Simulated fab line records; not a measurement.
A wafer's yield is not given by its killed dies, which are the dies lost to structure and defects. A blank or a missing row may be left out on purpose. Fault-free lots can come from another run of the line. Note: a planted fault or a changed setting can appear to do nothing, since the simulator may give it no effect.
What tool caused it? | flow nand harc | 11 lots, 33 wafers sampled, at 4 steps of a route of 1302

## WHAT THE GAUGES READ, wafer by wafer
No reading from a measuring or inspecting step in the record can be judged against a usual standard deviation.

## TOOL THAT RAN EACH LOT (tool first, then ch and the chambers of the sampled wafers, then the start)
lot  | NHARC_A_STAIRCASE_DESCUM_186       | NHARC_A_STAIRCASE_TRIM_191         | NHARC_A_STAIRCASE_ETCH_194     | NHARC_A_STAIRCASE_TRIM_202
L546 | rie diel-13 ch 0,1,2, day 16 03:58 | rie diel-13 ch 1,2,3, day 16 04:43 | rie diel-13 ch 0,1,3, no start | rie diel-01 ch 0,1,2, no start
L547 | rie diel-02 ch 1,2, day 16 16:04   | rie diel-02 ch 0,1,3, day 16 16:38 | rie diel-02 ch 0,1,2, no start | rie diel-02 ch 0,2,3, no start
L549 | rie diel-01 ch 0,3, day 17 06:45   | rie diel-01 ch 0,1,2, day 17 07:20 | rie diel-01 ch 0,2,3, no start | rie diel-13 ch 0,1,2, no start
L557 | rie diel-13 ch 0,1,3, day 20 01:38 | rie diel-13 ch 0,2,3, day 20 02:11 | rie diel-13 ch 1,2,3, no start | rie diel-02 ch 1,2,3, no start
L555 | rie diel-02 ch 1,2,3, day 20 04:00 | rie diel-02 ch 0,1,3, day 20 04:33 | rie diel-02 ch 1,2,3, no start | rie diel-02 ch 0,1,2, no start
L559 | rie diel-01 ch 0,2,3, day 21 22:32 | rie diel-01 ch 0,1,2, day 21 23:06 | rie diel-01 ch 0,1,2, no start | rie diel-02 ch 0,2,3, no start
L563 | rie diel-13 ch 1,2, day 23 16:18   | rie diel-13 ch 2,3, day 23 16:51   | rie diel-13 ch 1,2,3, no start | rie diel-02 ch 0,3, no start
L565 | rie diel-02 ch 0,2,3, day 24 03:32 | rie diel-02 ch 0,1,2, day 24 04:05 | rie diel-02 ch 2,3, no start   | rie diel-01 ch 0,1, no start
L566 | rie diel-01 ch 0,1,3, day 24 20:42 | rie diel-01 ch 0,2,3, day 24 21:14 | rie diel-01 ch 0,1, no start   | rie diel-13 ch 0,2,3, no start
L567 | rie diel-13 ch 0,1,3, day 24 21:20 | rie diel-13 ch 0,1, day 24 21:58   | rie diel-13 ch 1,2,3, no start | rie diel-01 ch 1,2, no start
L568 | rie diel-01 ch 0,2,3, day 25 17:10 | rie diel-01 ch 0,2,3, day 25 17:43 | rie diel-01 ch 0,1,3, no start | rie diel-01 ch 2,3, no start
- NHARC_A_STAIRCASE_DESCUM_186: chemistry O2, time 3 s.
- NHARC_A_STAIRCASE_TRIM_191: chemistry O2, time 211.2 s.
- NHARC_A_STAIRCASE_ETCH_194: etches the open film in C4F8/O2, target depth 100 nm, time 40.5 s.
- NHARC_A_STAIRCASE_TRIM_202: chemistry O2, time 211.2 s.

## AS READ BY THE TOOLS THEMSELVES (means over the sampled wafers that have a number; for cases with no such wafer, the mark the record gives instead)
NHARC_A_STAIRCASE_DESCUM_186.
lot  | tool        | chamber pressure mTorr (mTorr) | drypump motor current A (A) | oes product au (a.u.) | rf vpp V (V) | showerhead plenum p Torr (Torr) | throttle valve pct (%)
L546 | rie diel-13 | 60.08                          | 6.0                         | 1.002                 | 58.5         | 1.96                            | 11.312
L547 | rie diel-02 | 59.99                          | 5.7                         | 1.031                 | 57.6         | 1.87                            | 11.308
L549 | rie diel-01 | 59.96                          | 5.5                         | 0.985                 | 57.4         | 1.92                            | 11.308
L557 | rie diel-13 | 60.01                          | 5.9                         | 1.010                 | 57.4         | 1.93                            | 11.306
L555 | rie diel-02 | 59.98                          | 5.6                         | 1.001                 | 58.2         | 1.94                            | 11.311
L559 | rie diel-01 | 59.96                          | 5.6                         | 0.987                 | 57.9         | 1.87                            | 11.316
L563 | rie diel-13 | 59.98                          | 5.9                         | 1.006                 | 59.0         | 2.02                            | 11.314
L565 | rie diel-02 | 60.02                          | 5.6                         | 0.988                 | 58.2         | 1.87                            | 11.312
L566 | rie diel-01 | 59.96                          | 5.7                         | 0.992                 | 58.3         | 1.89                            | 11.311
L567 | rie diel-13 | 60.00                          | 5.9                         | 1.005                 | 57.8         | 1.92                            | 11.305
L568 | rie diel-01 | 59.98                          | 5.7                         | 0.996                 | 58.2         | 1.86                            | 11.315

NHARC_A_STAIRCASE_TRIM_191.
lot  | tool        | chamber pressure mTorr (mTorr) | drypump motor current A (A) | oes product au (a.u.) | rf vpp V (V) | run length s (s) | showerhead plenum p Torr (Torr) | throttle valve pct (%)
L546 | rie diel-13 | 59.99                          | 5.6                         | 1.008                 | 57.8         | 232.4            | 3.72                            | 17.036
L547 | rie diel-02 | 59.93                          | 5.4                         | 1.010                 | 58.6         | 232.5            | 3.57                            | 17.036
L549 | rie diel-01 | 60.03                          | 5.9                         | 0.997                 | 58.6         | 232.5            | 3.46                            | 17.042
L557 | rie diel-13 | 59.99                          | 5.7                         | 1.008                 | 58.3         | 232.3            | 3.56                            | 17.039
L555 | rie diel-02 | 60.02                          | 5.4                         | 0.997                 | 57.6         | 230.2            | 3.56                            | 17.032
L559 | rie diel-01 | 59.98                          | 5.9                         | 0.993                 | 57.1         | 232.3            | 3.44                            | 17.036
L563 | rie diel-13 | 60.01                          | 5.4                         | 1.003                 | 58.1         | 232.1            | 3.68                            | 17.039
L565 | rie diel-02 | 59.99                          | 5.7                         | 1.003                 | 58.2         | 232.6            | 3.41                            | 17.033
L566 | rie diel-01 | 60.04                          | 5.7                         | 1.000                 | 58.4         | 232.5            | 3.44                            | 17.034
L567 | rie diel-13 | 60.00                          | 6.3                         | 0.999                 | 58.0         | 233.4            | 3.42                            | 17.038
L568 | rie diel-01 | 60.00                          | 5.7                         | 0.994                 | 57.7         | 232.6            | 3.44                            | 17.042

NHARC_A_STAIRCASE_ETCH_194.
lot  | tool        | chamber pressure mTorr (mTorr) | oes product au (a.u.) | rf vpp V (V)
L546 | rie diel-13 | 25.003                         | 0.964                 | 898
L547 | rie diel-02 | 24.989                         | 0.965                 | 893
L549 | rie diel-01 | 25.008                         | 0.922                 | 895
L557 | rie diel-13 | 25.000                         | 0.957                 | 903
L555 | rie diel-02 | 25.004                         | 0.937                 | 897
L559 | rie diel-01 | 25.029                         | 0.941                 | 894
L563 | rie diel-13 | 24.993                         | 0.955                 | 901
L565 | rie diel-02 | 24.981                         | 0.936                 | 893
L566 | rie diel-01 | 24.982                         | 0.930                 | 893
L567 | rie diel-13 | 25.004                         | 0.940                 | 902
L568 | rie diel-01 | 25.013                         | 0.946                 | 895

NHARC_A_STAIRCASE_TRIM_202.
lot  | tool        | chamber pressure mTorr (mTorr) | drypump motor current A (A) | oes product au (a.u.) | rf vpp V (V) | run length s (s) | showerhead plenum p Torr (Torr) | throttle valve pct (%)
L546 | rie diel-01 | 60.01                          | 5.8                         | 0.995                 | 57.8         | 232.4            | 3.47                            | 17.034
L547 | rie diel-02 | 59.98                          | 5.6                         | 1.001                 | 57.2         | 232.5            | 3.49                            | 17.041
L549 | rie diel-13 | 60.00                          | 6.0                         | 1.003                 | 57.6         | 232.9            | 3.59                            | 17.034
L557 | rie diel-02 | 59.98                          | 5.5                         | 0.995                 | 57.7         | 232.4            | 3.57                            | 17.036
L555 | rie diel-02 | 59.97                          | 5.7                         | 1.002                 | 57.7         | 232.4            | 3.43                            | 17.038
L559 | rie diel-02 | 60.02                          | 5.6                         | 0.993                 | 57.1         | 232.8            | 3.47                            | 17.046
L563 | rie diel-02 | 59.97                          | 5.5                         | 0.987                 | 57.9         | 232.9            | 3.45                            | 17.029
L565 | rie diel-01 | 60.03                          | 5.9                         | 0.990                 | 57.6         | 232.6            | 3.48                            | 17.027
L566 | rie diel-13 | 60.01                          | 5.7                         | 1.009                 | 57.6         | 232.3            | 3.54                            | 17.038
L567 | rie diel-01 | 60.00                          | 5.7                         | 1.008                 | 58.1         | 232.2            | 3.49                            | 17.032
L568 | rie diel-01 | 59.96                          | 5.5                         | 0.996                 | 56.9         | 232.4            | 3.45                            | 17.042

## THE ANSWER, worked out from the rows above alone
Rule: the usual values come from the lots themselves. The widest of any qualifying gaps counts: lots, ordered by their means at a reading, are off when they make up no more than a third of the lots, leave a main group of 4 or more, and stand apart from it by 3 or more times the standard deviation of that group's means. The tables above print the reading to a certain number of digits; a main group whose means all agree to those digits is not used. A lot without any number at a reading at which 4 lots or more have one is off too. Any other lot the step has rows for is counted as sound. First the gauges in route order, then the tools' own readings, where a lot's mean is used as printed above. At the first step where some lot is off, the reading lying furthest off is the one used; lots without a number count as furthest.
Off at NHARC_A_STAIRCASE_TRIM_191 (run length s): L555. Main group: mean 232.5 s, sd 0.33.
If a tool, at that step or one of the process steps before it, ran each lot that is off and ran no sound lot following the first of them, it fits. Of those tried, none fits.

## WHAT WAS PUT IN BY THE SIMULATOR
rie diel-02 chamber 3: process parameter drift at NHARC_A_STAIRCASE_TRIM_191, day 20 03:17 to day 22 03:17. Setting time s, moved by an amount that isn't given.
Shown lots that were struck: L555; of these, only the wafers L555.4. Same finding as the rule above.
